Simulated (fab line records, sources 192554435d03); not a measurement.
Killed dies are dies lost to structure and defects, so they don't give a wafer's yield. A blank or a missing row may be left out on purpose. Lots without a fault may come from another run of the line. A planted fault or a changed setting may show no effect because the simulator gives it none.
Chamber matching | flow n5_finfet | N5_BEOL_M8_CURE_74 on uv_cure-02: 3 sister chambers
The step cures SiCOH lowk, time 240 s. 18 wafers are shown with their chamber, then 9 later ones without.

WAFERS WITH THEIR CHAMBER
wafer  | chamber | wafer_temp_C_max | lamp_power_pct (%)
L074.1 | 2       | 385.8            | 52.32
L074.4 | 2       | 385.9            | 52.41
L074.6 | 2       | 385.9            | 52.41
L075.2 | 0       | 385.9            | 52.29
L075.3 | 0       | 386.3            | 52.24
L075.5 | 0       | 386.7            | 52.34
L078.1 | 0       | 386.6            | 52.40
L078.5 | 0       | 387.1            | 52.29
L078.6 | 0       | 386.4            | 52.36
L083.1 | 1       | 386.2            | 52.37
L083.3 | 1       | 386.9            | 52.40
L083.5 | 1       | 386.5            | 52.33
L085.2 | 2       | 386.3            | 52.27
L085.5 | 2       | 386.3            | 52.28
L085.6 | 2       | 385.7            | 52.38
L089.1 | 2       | 385.7            | 52.29
L089.5 | 2       | 386.3            | 52.26
L089.6 | 2       | 385.9            | 52.25

SIGNATURES (means of the wafers above)
reading          | chamber 0 | chamber 1 | chamber 2 | scatter within a chamber
wafer_temp_C_max | 386.500   | 386.533   | 385.978   | 0.325
lamp_power_pct   | 52.3200   | 52.3667   | 52.3189   | 0.0591
Rule: a wafer's distance from a chamber is the root of the sum, over the readings, of the square of ((its reading less the chamber's mean) divided by the reading's scatter). The wafer belongs to the nearest chamber; if the next one is less than 2 further off, it can't be placed. The scatter: the root of (the sum of the squares of (reading less its chamber's mean) over the shown wafers, divided by (wafers less chambers)).

WAFERS WITHOUT THEIR CHAMBER
wafer  | wafer_temp_C_max | lamp_power_pct (%)
L091.1 | 387.0            | 52.25
L091.4 | 386.6            | 52.29
L091.5 | 386.5            | 52.38
L091.2 | 386.8            | 52.34
L091.3 | 386.6            | 52.32
L091.6 | 386.3            | 52.43
L094.2 | 387.2            | 52.40
L094.3 | 388.0            | 52.31
L094.4 | 387.3            | 52.22

WHICH CHAMBER EACH WENT THROUGH
wafer  | from the rows above          | in truth
L091.1 | can't be placed: 0 or 1 or 2 | 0
L091.4 | can't be placed: 0 or 1 or 2 | 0
L091.5 | can't be placed: 1 or 0 or 2 | 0
L091.2 | can't be placed: 1 or 0 or 2 | 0
L091.3 | can't be placed: 0 or 1 or 2 | 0
L091.6 | can't be placed: 1 or 0 or 2 | 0
L094.2 | can't be placed: 1 or 0 or 2 | 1
L094.3 | can't be placed: 1 or 0 or 2 | 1
L094.4 | can't be placed: 0 or 1 or 2 | 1
Placed correctly: 0 of 9. Can't be placed from these rows: 9 (the true chamber is among the candidates in 9). Placed wrongly: 0.
